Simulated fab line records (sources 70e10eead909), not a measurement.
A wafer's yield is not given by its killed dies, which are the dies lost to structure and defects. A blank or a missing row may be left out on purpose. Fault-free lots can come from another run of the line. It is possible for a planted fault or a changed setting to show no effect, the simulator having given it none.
A lot that was struck, set against a sound lot ; flow nand-harc ; 26 steps out of a route of 1302
Sound: wafers L113.1, L113.2, L113.5. The struck wafers were L118.3, L118.4, L118.6. Last of all comes the cause.
For every step that has rows: the tool of each side, followed by ch and its chambers, followed by its first start. Under that, the readings that differ: sound wafers ; struck wafers ; difference of the means ; sigmas: that difference in standard deviations of wafers without a fault.
alike: same words and numbers on both sides, and readings whose means sit less than 2 such deviations apart. not compared: any withheld reading, any reading some wafer has no value for, any bound like >300 that may hide the same value, and any number with overlapping values for which the record gives no deviation.
Wherever a step has rows on one side only, a row that says differs or no value, or a row with sigmas, the two part there. Numbers that don't overlap but have no deviation are shown without sigmas and don't part them. Lack of a reading on every wafer of one side parts them only where that side has two or more wafers.

NHARC_P_ZERO_WELL_INSPECT_43:
  sound: defect-inspect-01 at day 2 13:51; struck: defect-inspect-01 at day 4 18:38
  alike: raw-defect-count
then, 11 steps without rows for these wafers: NHARC_P_STI_ETCH_26 (etches SiO2 in dHF, target depth 11 nm); NHARC_P_STI_PRECLEAN_27 (cleans in SC1); NHARC_P_STI_SRD_28; NHARC_P_STI_OXIDE_29 (material SiO2, target thk 10 nm, ox time 1362 s); NHARC_P_STI_HM_DEP_30 (deposits Si3N4, target thk 80 nm, time 873 s); NHARC_P_STI_DEHYDRATE_01 (time 120 s); NHARC_P_STI_HMDS_02 (time 30 s); NHARC_P_STI_COAT_41 (time 65 s); NHARC_P_STI_COAT_03 (resist thk 600 nm); NHARC_P_STI_SOFTBAKE_04 (time 70 s); NHARC_P_STI_EBR_05.
NHARC_P_STI_EXPOSE_06: exposes mask P STI, target cd 200 nm.
  sound on krf-scanner-02 ch 0, day 3 06:10; struck on krf-scanner-03 ch 0, day 5 09:11
reading;sound;struck;difference;sigmas
mask;P_STI#0 P_STI#0 P_STI#0;P_STI_R1#0 P_STI_R1#0 P_STI_R1#0;differs;
then, 2 steps without rows for these wafers: NHARC_P_STI_PEB_07 (peb time 80 s); NHARC_P_STI_DEVELOP_08 (time 50 s).
NHARC_P_STI_CD_MEAS_09: the cd target is 200 nm.
  sound on cd-sem-01 ch 0, day 3 06:19; struck on cd-sem-02 ch 0
reading;sound;struck;difference;sigmas
cd-nm (nm);202.5 203.9 203.7;208.6 207.8 208.1;+4.8;+3
  not compared: hold
NHARC_P_STI_OVL_MEAS_10:
  sound: overlay-02 at day 3 06:25; struck: overlay-01 at day 5 20:24
reading;sound;struck;difference;sigmas
hold;- - -;await-dispo/10.8h/release await-dispo/10.8h/release await-dispo/10.8h/release;no value on the sound wafers;
  alike: overlay-x-nm, overlay-y-nm
NHARC_P_STI_INSPECT_11:
  sound: defect-inspect-01 at day 3 06:26; struck: defect-inspect-01 at day 5 20:26
  alike: raw-defect-count
then, 1 step without rows for these wafers: NHARC_P_STI_HARDBAKE_13 (time 65 s).
NHARC_P_STI_DESCUM_14: chemistry O2, time 3 s.
  sound on rie-diel-08 ch 1,3, day 3 06:35; struck on rie-diel-01 ch 0,3, day 5 20:34
reading;sound;struck;difference;sigmas
model.P_STI.cd-nm (nm);202.7 203.6 203.4;209.1 207.1 207.6;+4.7;
  alike: drypump-motor-current-A, oes-product-au, rf-vpp-V, showerhead-plenum-p-Torr, throttle-valve-pct
  not compared: rf-hours-counter-h
NHARC_P_STI_ETCH_42: etches the open film in N2/H2, target depth 80 nm, overetch 24 nm, time 61 s.
  sound on rie-diel-08 ch 0,2,3, day 3 06:40; struck on rie-diel-01 ch 1,2,3, day 5 20:40
  alike: drypump-motor-current-A, oes-product-au, rf-vpp-V, showerhead-plenum-p-Torr, throttle-valve-pct
  not compared: rf-hours-counter-h
NHARC_P_STI_ETCH_31: etches the open film in CF4/CHF3, target depth 108.9 nm, time 54.5 s.
  sound on rie-diel-08 ch 1,2; struck on rie-diel-01 ch 1,2,3
  alike: drypump-motor-current-A, oes-product-au, rf-vpp-V, showerhead-plenum-p-Torr, throttle-valve-pct
  not compared: rf-hours-counter-h
NHARC_P_STI_ETCH_15: etches the open film in HBr/Cl2, target depth 300 nm, time 100.1 s.
  sound on rie-si-05 ch 1,2,3, day 3 06:52; struck on rie-si-05 ch 0,1,3, day 5 20:52
reading;sound;struck;difference;sigmas
model.P_STI.cd-nm (nm);201.7 204 203.5;208.3 207.1 207.3;+4.5;
  alike: drypump-motor-current-A, oes-product-au, throttle-valve-pct
  not compared: rf-hours-counter-h
NHARC_P_STI_CD_MEAS_16:
  sound: cd-sem-03 at day 3 07:01; struck: cd-sem-01 at day 5 21:11
reading;sound;struck;difference;sigmas
cd-nm (nm);201.9 203.8 203.7;208.0 207.2 207.3;+4.4;+2
  not compared: hold
NHARC_P_STI_OCD_MEAS_17:
  sound: ocd-02 at day 3 07:06; struck: ocd-02 at day 5 23:19
reading;sound;struck;difference;sigmas
trench-foot-cd-nm (nm);161.7 160.7 161.1;166.3 166.2 166.0;+5.0;+2
  alike: trench-depth-nm
  not compared: hold
-- the record jumps here: 22 days lie between the struck wafers' starts before and after (it left off in module P_STI and takes up again in module END, whose first step shown is number 1302 of the route) --
NHARC_END_SORT_01:
  sound on prober-01 ch 0, day 25 04:56; struck on prober-01 ch 0, day 27 11:34
  alike: killed-at-array, killed-at-other, killed-at-periphery, killed-dies, killed-open, killed-short

WHERE THEY PART
Last at NHARC_P_STI_OCD_MEAS_17 as far as this record goes, first at NHARC_P_STI_EXPOSE_06. Later steps at which nothing parts them and some readings are alike: NHARC_END_SORT_01.

WHY: the cause the simulator had injected
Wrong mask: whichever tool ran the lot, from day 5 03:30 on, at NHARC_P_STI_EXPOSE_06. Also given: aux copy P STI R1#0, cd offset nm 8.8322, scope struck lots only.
